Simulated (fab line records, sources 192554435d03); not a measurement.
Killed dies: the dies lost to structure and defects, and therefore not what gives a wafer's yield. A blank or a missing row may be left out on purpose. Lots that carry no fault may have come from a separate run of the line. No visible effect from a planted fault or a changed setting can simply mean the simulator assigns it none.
fab line records	flow n5_finfet	part 2 of 2: steps 5 to 6 of 6
record: lots: 23	wafers: 69	last_day: 19
route steps=1938 shown PMOS_HMC_CHANNEL_EPI@81 FIN_SAQP@100
lots that met no fault: taken from a fault-free run of the same line
start_h: start of the lot's first displayed wafer, in hours after the record's first day	wait_h: hours since the lot's step before	" as in the row above	L1.1+2: several wafers, shown together as one row	- value missing, or start not given	* or withheld: withheld	< > ~ a bound
route shown NAME@n: names a module that has steps shown in the file, with the first one's number in the route	usual: mean/standard deviation of fault-free wafers	same: alike in all rows	chamber/n: place in a boat	sites: each site's reading	_std_site: standard deviation across them	_edge_site: inner sites' mean taken away from outer sites' mean	radius_mm: for every site, how far away it sits from the centre of the wafer	mask NAME#n: copy n	behind: the tool/chamber that last shaped the wafer	hold: why the lot went on hold/how many hours it stayed there/how the hold came to an end	device: transistor that didn't switch, given as n, p or np	end of line: tests of these same wafers at the route's end	a step with no rows: only its recipe	killed: not the wafer's yield, but the dies lost to structure and defects at the first sort	map: a wafer's dies, x killed, . not, _ none there
set.NAME: the run value of the setting; set.NAME@STEP: its run value at that earlier step	model.NAME: the simulator's own value behind a step, which no gauge read
route steps across a sampled set of lots; one table per step, one row per wafer
services: a tool's chamber out of use, with start hour (start_h, from the record's first day; less than 0 if before it), hours out, and reason
== steps ==
step: N5_FIN_SAQP_HM_OPEN_33
recipe: chemistry: CH3F/O2	target: SiNx	mask_material: SiO2	target_depth_a: 494	time_s: 70.6	pressure_mtorr: 30	source_w: 395	bias_w: 73	Ar_flow_sccm: 150	CH3F_flow_sccm: 30	O2_flow_sccm: 20	ion_energy_ev: 120	ends: cleared
usual: drypump_motor_current_A: 5.5/0.31	etch_rf_on_time_s: 69.5/1.9	oes_product_au: 0.64/0.074	rf_vpp_V: 293/4.7	showerhead_plenum_p_Torr: 2.00/0.066	throttle_valve_pct: 16.34/0.22
lot.wafer	tool	chamber	start_h	wait_h	drypump_motor_current_A	etch_rf_on_time_s	oes_product_au	rf_hours_counter_h	rf_vpp_V	showerhead_plenum_p_Torr	throttle_valve_pct
L075.2	rie_diel-01	0	34.31	0.1	5.3	71.3	0.63	149	297	2.08	16.24
L075.3	"	1	"	"	5.6	71.2	0.61	174	302	1.91	16.23
L075.5	"	3	"	"	5.2	71.1	0.59	-	289	1.95	16.45
L076.3	rie_diel-03	1	39.30	0.0	5.8	69.2	0.61	186	295	2.09	16.57
L076.4	"	3	"	"	5.4	67.1	0.84	2	286	2.04	16.14
L076.5	"	0	"	"	5.8	71.4	0.60	-	298	2.06	16.12
L077.2	rie_diel-01	3	44.30	0.0	5.2	69.2	0.59	236	291	1.95	16.45
L077.3	"	1	"	"	5.6	70.5	0.61	177	302	1.90	16.24
L077.5	"	1	"	"	5.6	70.8	0.61	-	300	1.90	16.25
L078.3	rie_diel-03	0	51.19	0.1	5.8	70.8	0.60	227	298	2.06	16.13
L078.4	"	2	"	"	4.9	70.0	0.59	232	289	1.91	16.77
L078.6	"	1	"	"	5.8	68.7	0.61	-	293	2.09	16.60
L079.1	rie_diel-03	0	56.59	0.2	5.8	70.9	0.59	229	297	2.06	16.12
L079.3	"	3	"	"	5.4	67.1	0.81	8	284	2.03	16.12
L079.4	"	1	"	"	5.9	69.4	0.60	193	294	2.09	16.58
L080.3	rie_diel-03	1	63.23	0.1	5.8	67.6	0.60	196	295	2.08	16.59
L080.4	"	3	"	"	5.4	64.5	0.81	10	286	2.03	16.13
L080.5	"	2	"	"	4.9	66.8	0.61	-	286	1.90	16.76
L081.4	rie_diel-03	3	68.66	0.0	5.4	68.4	0.79	13	285	2.03	16.12
L081.5	"	2	"	"	4.9	69.4	0.59	-	285	1.90	16.76
L081.6	"	3	"	"	5.4	69.5	0.79	-	286	2.03	16.14
L082.1	rie_diel-04	3	74.29	0.0	5.2	68.5	0.66	136	297	1.99	16.19
L082.2	"	2	"	"	5.4	68.2	0.60	214	297	1.97	16.24
L082.4	"	1	"	"	5.9	69.1	0.63	174	297	1.92	16.32
L083.1	rie_diel-03	0	83.45	0.1	5.8	73.1	0.58	239	297	2.06	16.14
L083.4	"	1	"	"	5.8	70.0	0.59	202	293	2.08	16.61
L083.5	"	3	"	"	5.4	70.8	0.78	-	284	2.03	16.15
L084.4	rie_diel-04	0	87.02	0.2	5.5	71.6	0.63	187	290	1.99	16.29
L084.5	"	0	"	"	5.5	69.8	0.63	-	292	1.99	16.28
L084.6	"	3	"	"	5.2	69.3	0.66	-	297	1.99	16.21
L085.1	rie_diel-03	2	92.35	0.0	5.0	68.8	0.59	247	287	1.90	16.79
L085.2	"	0	"	"	5.8	72.6	0.58	243	296	2.05	16.16
L085.6	"	1	"	"	5.8	71.6	0.59	-	295	2.08	16.60
L086.2	rie_diel-04	1	99.93	0.0	5.9	67.6	0.64	182	298	1.92	16.36
L086.3	"	3	"	"	5.2	66.3	0.66	146	295	1.99	16.20
L086.4	"	0	"	"	5.5	70.7	0.63	191	292	1.99	16.30
L087.2	rie_diel-03	1	104.78	0.0	5.8	67.4	0.59	211	294	2.08	16.62
L087.3	"	0	"	"	5.8	73.9	0.58	247	295	2.05	16.16
L087.4	"	1	"	"	5.8	70.4	0.59	-	294	2.08	16.61
L088.1	rie_diel-01	1	109.37	0.0	5.6	70.2	0.60	193	300	1.90	16.26
L088.3	"	2	"	"	5.8	70.3	0.64	176	293	1.91	16.45
L088.5	"	3	"	"	5.2	70.0	0.82	-	290	1.95	16.01
L089.2	rie_diel-04	1	114.79	0.0	5.9	69.3	0.63	187	298	1.92	16.36
L089.4	"	2	"	"	5.4	71.0	0.59	227	294	1.97	16.26
L089.5	"	0	"	"	5.5	71.8	0.62	-	290	1.99	16.30
L090.1	rie_diel-03	3	122.81	0.1	5.4	65.7	0.75	34	284	2.02	16.17
L090.2	"	1	"	"	5.9	68.4	0.59	218	293	2.08	16.62
L090.4	"	3	"	"	5.4	67.5	0.74	-	284	2.02	16.18
L091.2	rie_diel-04	0	127.06	0.0	5.5	69.9	0.61	199	290	1.99	16.31
L091.4	"	1	"	"	5.9	69.5	0.62	190	298	1.91	16.37
L091.5	"	0	"	"	5.5	70.8	0.61	-	290	1.99	16.29
L092.1	rie_diel-01	3	133.97	0.1	5.3	67.6	0.79	12	290	1.95	16.03
L092.2	"	1	"	"	5.6	69.8	0.59	202	301	1.90	16.30
L092.3	"	2	"	"	5.8	70.8	0.62	184	294	1.91	16.46
L093.1	rie_diel-04	1	140.27	0.0	5.9	65.3	0.63	195	297	1.91	16.37
L093.2	"	3	"	"	5.2	66.8	0.64	158	297	1.99	16.23
L093.4	"	0	"	"	5.5	68.6	0.62	203	290	1.99	16.32
L094.2	rie_diel-03	3	145.48	0.0	5.4	66.6	0.75	43	284	2.02	16.20
L094.3	"	1	"	"	5.8	67.6	0.58	227	293	2.07	16.63
L094.4	"	2	"	"	4.9	67.1	0.82	-	290	2.15	16.30
L095.3	rie_diel-04	0	152.79	0.0	5.5	71.4	0.61	207	290	1.99	16.32
L095.4	"	1	"	"	5.9	70.7	0.62	198	296	1.91	16.38
L095.5	"	3	"	"	5.2	71.1	0.64	-	297	1.98	16.25
L096.2	rie_diel-03	3	157.98	0.0	5.4	66.0	0.74	47	287	2.02	16.21
L096.3	"	0	"	"	5.8	66.7	0.82	3	295	2.05	15.73
L096.5	"	0	"	"	5.8	67.2	0.82	-	296	2.05	15.74
L097.2	rie_diel-04	1	164.09	0.0	5.9	66.5	0.62	202	298	1.91	16.40
L097.4	"	2	"	"	5.4	69.8	0.58	243	296	1.97	16.28
L097.6	"	0	"	"	5.5	71.2	0.61	-	290	1.99	16.33
step: N5_FIN_SAQP_STRIP_77
recipe: chemistry: N2/H2	time_s: 90	power_w: 100	temp_c: 40	pressure_mtorr: 100	rf_frequency_hz: 6e+07	bias_power_w: 3	n2_flow_sccm: 300	h2_flow_sccm: 300
usual: drypump_motor_current_A: 5.5/0.31	oes_product_au: 0.75/0.088	rf_vpp_V: 45.3/0.82	showerhead_plenum_p_Torr: 3.37/0.11	throttle_valve_pct: 12.25/0.21
lot.wafer	tool	chamber	start_h	wait_h	drypump_motor_current_A	oes_product_au	rf_hours_counter_h	rf_vpp_V	showerhead_plenum_p_Torr	throttle_valve_pct
L075.2	rie_diel-01	0	34.40	0.0	5.4	0.74	149	46.0	3.51	12.23
L075.3	"	1	"	"	5.6	0.72	174	46.3	3.22	12.13
L075.5	"	3	"	"	5.2	0.70	-	45.2	3.32	12.38
L076.3	rie_diel-03	1	39.39	0.0	5.9	0.70	186	45.4	3.50	12.43
L076.4	"	3	"	"	5.4	0.98	2	44.2	3.46	11.95
L076.5	"	0	"	"	5.8	0.71	-	46.0	3.48	12.15
L077.2	rie_diel-01	3	44.40	0.0	5.2	0.70	236	43.5	3.32	12.39
L077.3	"	1	"	"	5.7	0.72	177	45.2	3.22	12.16
L077.5	"	1	"	"	5.7	0.72	-	45.9	3.22	12.16
L078.3	rie_diel-03	0	51.29	0.0	5.8	0.71	227	44.7	3.48	12.16
L078.4	"	2	"	"	4.9	0.70	232	44.9	3.20	12.60
L078.6	"	1	"	"	5.9	0.70	-	45.6	3.49	12.44
L079.1	rie_diel-03	0	56.68	0.0	5.8	0.70	229	45.3	3.48	12.15
L079.3	"	3	"	"	5.4	0.95	8	45.3	3.45	11.96
L079.4	"	1	"	"	5.9	0.70	193	44.8	3.49	12.45
L080.3	rie_diel-03	1	63.33	0.0	5.9	0.70	196	45.6	3.49	12.46
L080.4	"	3	"	"	5.5	0.95	10	45.2	3.45	11.97
L080.5	"	2	"	"	4.9	0.70	-	44.5	3.20	12.61
L081.4	rie_diel-03	3	68.75	0.0	5.4	0.94	13	45.2	3.45	11.98
L081.5	"	2	"	"	5.0	0.70	-	44.7	3.20	12.60
L081.6	"	3	"	"	5.4	0.94	-	45.1	3.45	11.97
L082.1	rie_diel-04	3	74.38	0.0	5.2	0.77	136	46.2	3.40	12.28
L082.2	"	2	"	"	5.4	0.70	214	45.3	3.34	12.11
L082.4	"	1	"	"	5.9	0.75	174	44.9	3.24	12.16
L083.1	rie_diel-03	0	83.54	0.0	5.8	0.70	239	45.6	3.47	12.19
L083.4	"	1	"	"	5.9	0.68	202	44.6	3.49	12.48
L083.5	"	3	"	"	5.5	0.91	-	45.3	3.45	11.99
L084.4	rie_diel-04	0	87.11	0.0	5.5	0.74	187	44.3	3.37	12.30
L084.5	"	0	"	"	5.5	0.74	-	45.5	3.37	12.31
L084.6	"	3	"	"	5.2	0.77	-	45.3	3.40	12.28
L085.1	rie_diel-03	2	92.44	0.0	4.9	0.69	247	44.6	3.20	12.63
L085.2	"	0	"	"	5.9	0.69	243	45.8	3.47	12.20
L085.6	"	1	"	"	5.9	0.68	-	44.1	3.48	12.48
L086.2	rie_diel-04	1	100.03	0.0	5.9	0.73	182	46.6	3.23	12.19
L086.3	"	3	"	"	5.2	0.76	146	45.1	3.40	12.29
L086.4	"	0	"	"	5.5	0.74	191	44.9	3.37	12.30
L087.2	rie_diel-03	1	104.88	0.0	5.9	0.68	211	45.7	3.48	12.50
L087.3	"	0	"	"	5.8	0.68	247	45.0	3.47	12.21
L087.4	"	1	"	"	5.9	0.68	-	44.6	3.48	12.50
L088.1	rie_diel-01	1	109.46	0.0	5.6	0.71	193	45.2	3.21	12.18
L088.3	"	2	"	"	5.8	0.76	176	46.2	3.22	12.31
L088.5	"	3	"	"	5.3	0.98	-	45.8	3.31	11.80
L089.2	rie_diel-04	1	114.88	0.0	5.9	0.73	187	45.3	3.23	12.20
L089.4	"	2	"	"	5.4	0.69	227	44.7	3.33	12.16
L089.5	"	0	"	"	5.5	0.73	-	44.1	3.36	12.33
L090.1	rie_diel-03	3	122.91	0.0	5.4	0.89	34	46.0	3.44	12.02
L090.2	"	1	"	"	5.9	0.67	218	44.1	3.48	12.51
L090.4	"	3	"	"	5.4	0.88	-	44.7	3.44	12.03
L091.2	rie_diel-04	0	127.15	0.0	5.5	0.73	199	44.8	3.36	12.32
L091.4	"	1	"	"	5.9	0.74	190	45.8	3.23	12.22
L091.5	"	0	"	"	5.5	0.74	-	44.9	3.36	12.33
L092.1	rie_diel-01	3	134.07	0.0	5.3	0.93	12	45.9	3.30	11.80
L092.2	"	1	"	"	5.6	0.70	202	45.6	3.21	12.22
L092.3	"	2	"	"	5.8	0.73	184	45.6	3.22	12.34
L093.1	rie_diel-04	1	140.36	0.0	5.9	0.73	195	44.1	3.23	12.22
L093.2	"	3	"	"	5.2	0.75	158	44.9	3.39	12.31
L093.4	"	0	"	"	5.5	0.72	203	43.1	3.36	12.35
L094.2	rie_diel-03	3	145.57	0.0	5.5	0.86	43	45.6	3.43	12.04
L094.3	"	1	"	"	5.8	0.66	227	44.6	3.47	12.53
L094.4	"	2	"	"	4.9	0.96	-	47.8	3.59	12.02
L095.3	rie_diel-04	0	152.88	0.0	5.5	0.72	207	44.4	3.36	12.35
L095.4	"	1	"	"	5.9	0.72	198	43.7	3.23	12.24
L095.5	"	3	"	"	5.2	0.74	-	44.5	3.39	12.34
L096.2	rie_diel-03	3	158.07	0.0	5.4	0.86	47	46.3	3.43	12.05
L096.3	"	0	"	"	5.9	0.98	3	44.2	3.46	11.59
L096.5	"	0	"	"	5.8	0.98	-	43.2	3.46	11.61
L097.2	rie_diel-04	1	164.19	0.0	5.9	0.72	202	45.6	3.22	12.22
L097.4	"	2	"	"	5.4	0.69	243	45.6	3.32	12.19
L097.6	"	0	"	"	5.5	0.72	-	44.6	3.35	12.36
== services ==
tool	chamber	start_h	hours	kind
cmp-02	-	4.76	1.9	repair
cmp-01	-	8.50	0.8	repair
pecvd-03	0	15.37	4.8	repair
rie_diel-03	0	17.95	3.1	repair
cmp-02	-	18.35	4.8	repair
ald_sin-04	-	21.17	0.7	repair
rie_diel-04	3	31.04	2.3	repair
rie_diel-01	-	37.50	1.2	repair
cmp-02	-	45.90	9.5	pm
rie_diel-04	-	48.86	2.8	pm
cmp-02	-	55.45	2.1	repair
rie_diel-04	0	55.90	3.5	repair
rie_diel-01	-	59.04	2.4	repair
ald_sin-04	3	64.33	5.4	repair
pecvd-02	-	64.56	33.2	repair
rie_diel-01	3	71.90	8.0	repair
pecvd-03	-	79.11	2.8	pm
ald_sin-03	-	96.05	0.8	pm
rie_diel-01	1	97.91	3.7	repair
cmp-01	-	125.98	4.0	pm
rie_diel-01	0	130.07	9.3	repair
rie_diel-01	-	130.59	0.9	repair
cmp-01	-	138.77	0.6	repair
rie_diel-03	-	149.57	2.8	pm
